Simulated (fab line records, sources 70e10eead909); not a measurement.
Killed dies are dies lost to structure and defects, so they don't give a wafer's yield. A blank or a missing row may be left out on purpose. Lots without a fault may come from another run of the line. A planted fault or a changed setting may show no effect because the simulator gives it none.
Problem report in the 8D (eight disciplines) form, filled by code | flow nand_harc | the parts of the form that need people (team, actions taken, sign-off) are left out

1. THE PROBLEM
heater_power_total_W at NHARC_A_CONTACT_SOFTBAKE_03 reads a mean of 222.57 W on 1 wafer of 1 lot; wafers without a fault read 188.46 W with a standard deviation of 0.15. That is +99 or more standard deviations from the usual mean.
The step: time 55 s.
First seen on wafer L394.6, day 28 15:00, on litho_track-06. The record holds 39 wafers of 13 lots with a number at this step. Rule for "out", or "out of limits": more than 4 standard deviations from the usual mean. The other wafers with a number count as sound.

2. WHAT IT IS AND WHAT IT IS NOT
question                    | is                   | is not
which readings at this step | heater_power_total_W | -
which lots                  | L394                 | L378, L379, L381, L382, L384, L386, L387, L388, L389, L399, L400, L401
which wafers of those lots  | L394.6               | L394.3, L394.5
read on which tools         | litho_track-06       | litho_track-01, litho_track-04
when                        | from day 28 15:00    | up to then (29 sound wafers); but 9 sound wafers of L399, L400, L401 came after

3. SUSPECTS, AND WHAT RULES EACH OUT
Counting: a tool at a process step up to the reading stays a suspect if it ran every lot that is out. Sound lots after the first of them don't rule it out here, since some wafers of a struck lot are sound.
- har_cap_etch-03 at NHARC_A_CONTACT_ETCH_130 (etches the open film in C4F8/O2/Ar, time 197 s, target depth 1918 nm): kept. It ran the lot that is out, L394 (day 28 11:26); its last sound lot up to then is L386 (day 25 04:05).
- rie_diel-13 at NHARC_A_CONTACT_ETCH_91 (etches the open film in CH3F/O2, target depth 40 nm, time 85.7 s): kept. It ran the lot that is out, L394 (day 28 12:43); its last sound lot up to then is L389 (day 26 17:42).
- litho_track-06 at NHARC_A_CONTACT_SOFTBAKE_03 (time 55 s): kept. It ran the lot that is out, L394 (day 28 15:00); its last sound lot up to then is L379 (day 22 14:00). Its own readings are out on those wafers: heater_power_total_W.
- Within rie_diel-13 at NHARC_A_CONTACT_ETCH_91: the wafers that are out ran in chamber 0; their sound lot-mates ran in chamber 1.
Left after counting: har_cap_etch-03 at NHARC_A_CONTACT_ETCH_130, rie_diel-13 at NHARC_A_CONTACT_ETCH_91, litho_track-06 at NHARC_A_CONTACT_SOFTBAKE_03.

4. THE CAUSE (what the simulator had put in)
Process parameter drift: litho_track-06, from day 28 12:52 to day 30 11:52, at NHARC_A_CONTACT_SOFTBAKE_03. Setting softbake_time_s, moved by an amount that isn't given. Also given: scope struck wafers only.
Counting left 3 suspects, and this tool is among them.

5. THE CHAIN OF EFFECTS, in route order
Each row: a reading whose mean over the struck wafers that have a number lies more than 3 standard deviations from the usual. Only readings for which the record gives a usual standard deviation are gone through. hours: the time from each lot's start at the first step in this table that gives one to its start at this step, as a median over the lots. sigmas: the change in usual standard deviations.
hours | step                        | reading              | usual    | on struck wafers | change | sigmas
0     | NHARC_A_CONTACT_SOFTBAKE_03 | heater_power_total_W | 188.46 W | 222.57           | +34.11 | +99 or more
The process steps in it:
- NHARC_A_CONTACT_SOFTBAKE_03: time 55 s.
Later measuring or inspecting steps at which every struck wafer that the step has a row for has a number for every such reading, and none has moved that far: NHARC_A_CONTACT_CD_MEAS_08, NHARC_END_SORT_01.

6. WHAT WOULD HAVE CAUGHT IT SOONER
In this record the first reading out of limits was taken at day 28 15:00, 2 hours after the fault began at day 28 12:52.
